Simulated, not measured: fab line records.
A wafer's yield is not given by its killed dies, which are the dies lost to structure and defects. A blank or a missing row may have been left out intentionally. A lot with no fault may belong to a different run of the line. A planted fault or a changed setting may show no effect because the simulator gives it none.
The tool behind it: which one?	flow n5Finfet	Sampling: 9 lots, 27 wafers, 6 of 1938 route steps

## WHAT EACH GAUGE READ, for each wafer
N5_BEOL_M0_SAQP_CD_MEAS_40 targets a cd of 30 nm.
lot	measured	on	cdNm (nm)
L688	day 5 19:12	cdSem-03	30.26 30.38 30.03
L689	day 6 02:16	cdSem-02	29.79 29.86 29.66
L693	day 7 05:29	cdSem-01	29.95 29.83 29.98
L698	day 8 08:47	cdSem-01	29.51 30.41 30.37
L699	day 8 19:13	cdSem-01	19.73 30.13 30.07
L701	day 9 03:21	cdSem-03	29.88 30.27 30.53
L703	day 9 13:50	cdSem-02	19.20 30.29 29.80
L709	day 11 01:10	cdSem-02	29.90 30.07 30.43
L710	day 11 09:20	cdSem-02	30.24 29.94 30.08

N5_BEOL_M4_RC_MEAS_101.
lot	measured	on	DIBL_N (mV/V)	DIBL_P (mV/V)	IOFF_N (nA/um)	IOFF_P (nA/um)	ION_N (uA/um)	ION_P (uA/um)	SS_N (mV/dec)	SS_P (mV/dec)	VT_N (mV)	VT_P (mV)
L688	day 8 16:08	prober-02	37.9 37.5 36.5	37.5 37.1 36.5	0.20 0.21 0.18	0.24 0.24 0.22	697 696 685	470 476 471	71.8 71.3 71.8	73.1 73.3 72.8	243 242 245	-249 -247 -247
L689	day 8 10:57	prober-02	36.3 37.3 36.6	36.9 38.5 38.4	0.16 0.17 0.17	0.18 0.19 0.18	681 682 675	452 452 453	71.1 71.8 71.8	73.4 72.8 74.1	250 253 250	-253 -255 -256
L693	day 9 14:08	prober-02	37.0 35.8 35.7	35.0 32.9 33.9	0.14 0.12 0.13	0.20 0.17 0.19	672 664 659	461 459 460	71.3 71.0 70.6	72.7 72.8 72.7	253 257 252	-249 -251 -251
L698	day 11 06:54	prober-01	35.1 39.3 36.9	33.4 38.0 36.1	0.11 0.19 0.15	0.14 0.20 0.18	662 684 673	449 454 459	71.0 72.7 71.5	72.6 73.4 73.1	252 247 248	-256 -254 -255
L699	day 11 11:39	prober-01	36.2 36.8	37.2 38.8	0.15 0.18	0.19 0.22	677 686	457 465	70.7 71.7	73.5 74.0	249 247	-250 -250
L701	day 11 11:36	prober-02	38.1 35.3 36.1	39.7 36.3 37.3	0.23 0.17 0.19	0.26 0.21 0.22	695 685 688	469 467 466	73.0 71.8 71.5	73.4 73.4 73.4	244 250 248	-248 -250 -252
L703	day 11 20:03	prober-01	33.6 35.1	34.0 36.0	0.13 0.14	0.18 0.21	667 667	460 461	70.8 71.1	73.0 73.9	252 253	-254 -249
L709	day 13 22:52	prober-02	38.3 36.6 35.1	38.7 36.7 35.0	0.19 0.14 0.14	0.25 0.23 0.20	673 654 668	469 459 462	72.7 71.7 71.7	73.5 73.3 73.1	246 253 250	-248 -248 -249
L710	day 13 22:10	prober-01	39.0 36.7 35.6	37.7 36.5 34.4	0.19 0.16 0.13	0.24 0.24 0.19	679 689 679	463 480 464	73.4 70.5 71.2	74.3 73.0 72.9	246 248 250	-247 -246 -252

## WHAT TOOL EACH LOT RAN ON (gives the tool, then ch and the chambers of the sampled wafers, and finally the start)
lot	N5_BEOL_M0_SAQP_SPACER1_ALD_98	N5_BEOL_M0_SAQP_RECESS_109	N5_BEOL_M0_SAQP_EXPOSE_37	N5_BEOL_M0_SAQP_ETCH_73
L688	aldSin-01 ch 0,1,2, day 5 15:17	vaporEtch-02 ch 0,1, day 5 17:32	euvScanner-01 ch 0, day 5 19:04	rieDiel-04 ch 0,2,3, day 5 19:22
L689	aldSin-02 ch 0,2,3, day 5 23:06	vaporEtch-02 ch 0,1, day 6 00:55	euvScanner-02 ch 0, day 6 02:08	rieDiel-04 ch 0,3, day 6 02:38
L693	aldSin-02 ch 0,2, day 7 02:32	vaporEtch-02 ch 0,1, day 7 04:10	euvScanner-01 ch 0, day 7 05:22	rieDiel-05 ch 2,3, day 7 05:51
L698	aldSin-01 ch 0,2,3, day 8 05:58	vaporEtch-02 ch 0,1, day 8 07:36	euvScanner-02 ch 0, day 8 08:40	rieDiel-05 ch 0,1,3, day 8 08:58
L699	aldSin-03 ch 2,3, day 8 16:13	vaporEtch-02 ch 0,1, day 8 17:48	euvScanner-02 ch 0, day 8 19:05	rieDiel-01 ch 1,2, day 8 19:23
L701	aldSin-01 ch 1,3, day 9 00:31	vaporEtch-01 ch 0,1, day 9 02:10	euvScanner-01 ch 0, day 9 03:13	rieDiel-01 ch 1,2,3, day 9 03:49
L703	aldSin-01 ch 2,3, day 9 10:56	vaporEtch-02 ch 0,1, day 9 12:31	euvScanner-02 ch 0, day 9 13:43	rieDiel-01 ch 2,3, day 9 14:40
L709	aldSin-03 ch 0,3, day 10 22:05	vaporEtch-02 ch 0,1, day 10 23:41	euvScanner-01 ch 0, day 11 01:02	rieDiel-04 ch 0,1,3, day 11 01:32
L710	aldSin-02 ch 0,1, day 11 06:09	vaporEtch-02 ch 0,1, day 11 08:08	euvScanner-01 ch 0, day 11 09:13	rieDiel-05 ch 2,3, day 11 09:31
- N5_BEOL_M0_SAQP_SPACER1_ALD_98: deposits SiO2, target thk 12.8 nm, pulse time 1 s, purge time 2 s.
- N5_BEOL_M0_SAQP_RECESS_109: chemistry HF/NH3, target SiO2, target depth 3 nm, afs cycles 1, sublimation time 60 s.
- N5_BEOL_M0_SAQP_EXPOSE_37: exposes mask M0 CUT1, target cd 30 nm.
- N5_BEOL_M0_SAQP_ETCH_73: etches SiARC in CF4, target depth 19.5 nm, time 32.5 s.

## AS READ BY THE TOOLS THEMSELVES (means over the sampled wafers that have a number; for cases with no such wafer, the mark the record gives instead)
N5_BEOL_M0_SAQP_SPACER1_ALD_98.
lot	tool	chamberPressureTorr (Torr)	heaterPowerOuterW (W)	heaterPowerW (W)	precursorPulseHeightRel
L688	aldSin-01	2.003	242	464	1.001
L689	aldSin-02	1.997	298	515	0.985
L693	aldSin-02	1.997	320	532	0.983
L698	aldSin-01	2.001	254	463	1.009
L699	aldSin-03	2.004	237	434	0.990
L701	aldSin-01	2.002	276	492	1.007
L703	aldSin-01	1.996	265	468	1.011
L709	aldSin-03	1.999	275	516	0.992
L710	aldSin-02	2.008	316	540	1.007

N5_BEOL_M0_SAQP_RECESS_109.
lot	tool	drypumpMotorCurrentA (A)
L688	vaporEtch-02	5.39
L689	vaporEtch-02	5.39
L693	vaporEtch-02	5.37
L698	vaporEtch-02	5.45
L699	vaporEtch-02	5.43
L701	vaporEtch-01	5.52
L703	vaporEtch-02	5.36
L709	vaporEtch-02	5.43
L710	vaporEtch-02	5.43

N5_BEOL_M0_SAQP_EXPOSE_37.
lot	tool	focusOffsetNm (nm)
L688	euvScanner-01	-0.1
L689	euvScanner-02	0.1
L693	euvScanner-01	-0.4
L698	euvScanner-02	0.0
L699	euvScanner-02	0.0
L701	euvScanner-01	0.3
L703	euvScanner-02	-0.2
L709	euvScanner-01	0.1
L710	euvScanner-01	0.2

N5_BEOL_M0_SAQP_ETCH_73.
lot	tool	drypumpMotorCurrentA (A)	etchRfOnTimeS (s)	oesProductAu (a.u.)	rfVppV (V)	showerheadPlenumPTorr (Torr)	throttleValvePct (%)
L688	rieDiel-04	5.5	32.4	0.62	183.6	2.07	15.66
L689	rieDiel-04	5.5	32.6	0.62	183.7	2.07	15.67
L693	rieDiel-05	5.9	32.0	0.64	185.1	2.18	15.72
L698	rieDiel-05	6.1	32.4	0.70	184.7	2.16	15.64
L699	rieDiel-01	5.9	32.9	0.70	183.1	2.09	15.46
L701	rieDiel-01	5.9	33.2	0.68	183.7	2.11	15.53
L703	rieDiel-01	5.7	32.8	0.66	183.9	2.13	15.61
L709	rieDiel-04	5.6	31.4	0.71	185.4	2.22	15.52
L710	rieDiel-05	5.6	32.3	0.64	184.3	2.16	15.78

## THE ANSWER, worked out from the rows above alone
Rule: the lots themselves supply what counts as usual. The widest of any qualifying gaps counts: lots, ordered by their means at a reading, are off when they make up no more than a third of the lots, leave a main group of 4 or more, and stand apart from it by 3 or more times the standard deviation of that group's means. Not used: any main group whose means are identical at the precision the tables above print for the reading. A lot without any number at a reading at which 4 lots or more have one is off too. The other lots that the step has rows for count as sound. Order of review: gauges by route order, followed by the tools' own readings, for which a lot's mean as printed above is used. At the first step where some lot is off, the reading lying furthest off is the one used; lots without a number count as furthest.
Off, at N5_BEOL_M0_SAQP_CD_MEAS_40 on cdNm: L699, L703. Main group: mean 30.07 nm, sd 0.15.
A tool fits if, at a process step before that reading, it ran every lot that is off, and no sound lot after the first of them. Gauges at N5_BEOL_M0_SAQP_CD_MEAS_40: tried the same way as those tools. One fits: N5_BEOL_M0_SAQP_EXPOSE_37 on euvScanner-02. Its last sound lot is L698 (day 8 08:40), its first lot that is off L699 (day 8 19:05): a fault that began between those two fits.

## WHAT HAD BEEN PUT IN BY THE SIMULATOR
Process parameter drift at N5_BEOL_M0_SAQP_EXPOSE_37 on euvScanner-02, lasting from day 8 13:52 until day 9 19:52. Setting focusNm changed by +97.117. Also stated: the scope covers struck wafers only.
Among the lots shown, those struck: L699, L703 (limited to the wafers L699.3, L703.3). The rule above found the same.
